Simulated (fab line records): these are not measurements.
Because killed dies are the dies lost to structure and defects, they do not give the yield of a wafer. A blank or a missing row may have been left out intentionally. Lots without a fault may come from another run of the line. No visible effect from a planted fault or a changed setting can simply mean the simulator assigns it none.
Chamber matching + flow n5_finfet + 4 sister chambers for N5_SDB_ETCH_18 on rie_diel-06
The step etches SOC in N2/H2, target depth 100 nm, overetch 20 nm, time 150 s. 4 wafers are shown with their chamber, then 7 later ones without.

== WAFERS WITH THEIR CHAMBER ==
| wafer  | chamber | drypump_motor_current_A (A) |
|--------|---------|-----------------------------|
| L082.6 | 0       | 6.8                         |
| L084.6 | 3       | 4.9                         |
| L091.4 | 2       | 5.9                         |
| L091.5 | 1       | 5.7                         |

== WAFERS WITH NO CHAMBER GIVEN ==
| wafer  | drypump_motor_current_A (A) |
|--------|-----------------------------|
| L091.6 | 4.9                         |
| L092.1 | 6.9                         |
| L092.4 | 6.0                         |
| L092.6 | 5.7                         |
| L097.1 | 5.9                         |
| L097.4 | 4.9                         |
| L097.5 | 5.7                         |

== WHICH CHAMBER EACH WENT THROUGH ==
| wafer  | from the rows above | in truth |
|--------|---------------------|----------|
| L091.6 | 3                   | 3        |
| L092.1 | 0                   | 0        |
| L092.4 | 2                   | 2        |
| L092.6 | 1                   | 1        |
| L097.1 | 2                   | 2        |
| L097.4 | 3                   | 3        |
| L097.5 | 1                   | 1        |
Correctly placed: 7 of 7. Left unplaced by these rows: 0. Placed wrongly: 0.
How it was worked out, from the rows above alone: a wafer's distance from a chamber is the root of the sum, over the readings, of the square of ((its reading less the chamber's mean) divided by the reading's scatter). The wafer belongs to the nearest chamber; if the next one is less than 2 further off, it can't be placed. The mean given for a chamber averages the wafers shown for that chamber. The scatter: with one shown wafer a chamber, the root of the mean of the squares of how far each hidden wafer lies from its nearest shown one.
